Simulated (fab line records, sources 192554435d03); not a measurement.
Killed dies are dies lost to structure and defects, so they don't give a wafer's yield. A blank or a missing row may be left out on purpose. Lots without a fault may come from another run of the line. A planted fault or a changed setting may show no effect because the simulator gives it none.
Chamber matching | flow n5_finfet | N5_HKMG_FIN_ALD_71 on ald_metal-04: 4 sister chambers
The step deposits TiN, target thk 1 nm, pulse time 1 s, purge time 3 s. 4 wafers are shown with their chamber, then 11 later ones without.

WAFERS WITH THEIR CHAMBER
wafer  | chamber | heater_power_w (W)
L083.4 | 1       | 958
L083.6 | 0       | 921
L086.6 | 3       | 855
L088.1 | 2       | 970

WAFERS WITHOUT THEIR CHAMBER
wafer  | heater_power_w (W)
L088.3 | 945
L088.4 | 820
L093.1 | 845
L093.4 | 962
L093.6 | 933
L095.2 | 957
L095.4 | 843
L095.5 | 938
L096.3 | 862
L096.4 | 916
L096.6 | 987

WHICH CHAMBER EACH WENT THROUGH
wafer  | from the rows above          | in truth
L088.3 | can't be placed: 1 or 0 or 2 | 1
L088.4 | 3                            | 3
L093.1 | 3                            | 3
L093.4 | can't be placed: 1 or 2      | 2
L093.6 | can't be placed: 0 or 1 or 2 | 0
L095.2 | can't be placed: 1 or 2      | 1
L095.4 | 3                            | 3
L095.5 | can't be placed: 0 or 1 or 2 | 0
L096.3 | 3                            | 3
L096.4 | 0                            | 0
L096.6 | can't be placed: 2 or 1      | 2
Placed correctly: 5 of 11. Can't be placed from these rows: 6 (the true chamber is among the candidates in 6). Placed wrongly: 0.
How it was worked out, from the rows above alone: a wafer's distance from a chamber is the root of the sum, over the readings, of the square of ((its reading less the chamber's mean) divided by the reading's scatter). The wafer belongs to the nearest chamber; if the next one is less than 2 further off, it can't be placed. A chamber's mean is the mean of its shown wafers. The scatter: with one shown wafer a chamber, the root of the mean of the squares of how far each hidden wafer lies from its nearest shown one.
